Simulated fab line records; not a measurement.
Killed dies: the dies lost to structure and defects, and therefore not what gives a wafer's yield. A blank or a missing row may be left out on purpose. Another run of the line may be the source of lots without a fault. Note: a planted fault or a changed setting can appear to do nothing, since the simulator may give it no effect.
Matching of chambers ; flow n5-finfet ; N5_BEOL_M15_CMP_49 on cmp-04 has 4 sister chambers
The step polishes, stops on SiO2, t overpolish 4.9 s, target thk 850 nm. 8 wafers are shown with their chamber, then 8 later ones without.

## WAFERS, EACH WITH ITS CHAMBER
wafer;chamber;motor-current-A (A);barrier-field-endpoint-s (s)
L082.4;3;7.5;11.59
L085.6;2;9.4;11.43
L089.1;0;7.7;11.35
L089.2;2;9.1;11.33
L086.1;1;8.0;11.31
L086.4;3;7.4;11.42
L086.5;1;8.4;11.35
L088.1;0;6.8;11.04

## WAFERS MISSING THEIR CHAMBER
wafer;motor-current-A (A);barrier-field-endpoint-s (s)
L088.2;9.6;11.40
L088.6;8.4;11.53
L092.1;7.9;11.32
L092.2;6.9;11.54
L092.3;8.6;11.39
L094.1;8.4;11.59
L094.4;9.3;11.59
L094.6;7.7;11.65

## CHAMBER TAKEN BY EACH
wafer;from the rows above;in truth
L088.2;2;2
L088.6;can't be placed: 1 or 2 or 3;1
L092.1;can't be placed: 1 or 3 or 0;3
L092.2;can't be placed: 3 or 0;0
L092.3;can't be placed: 1 or 2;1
L094.1;can't be placed: 1 or 3 or 2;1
L094.4;can't be placed: 2 or 1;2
L094.6;can't be placed: 3 or 1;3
Placed correctly: 1 of 8. Cannot be placed on the basis of these rows: 7; the candidates contain the true chamber in 7. 0 placed wrongly.
How it was worked out, from the rows above alone: a wafer's distance from a chamber is the root of the sum, over the readings, of the square of ((its reading less the chamber's mean) divided by the reading's scatter). The wafer belongs to the nearest chamber; if the next one is less than 2 further off, it can't be placed. A chamber's mean is the mean of its shown wafers. The scatter: take each reading less its chamber's mean, square it, sum over the shown wafers, divide by the number of wafers less the number of chambers, and take the root.
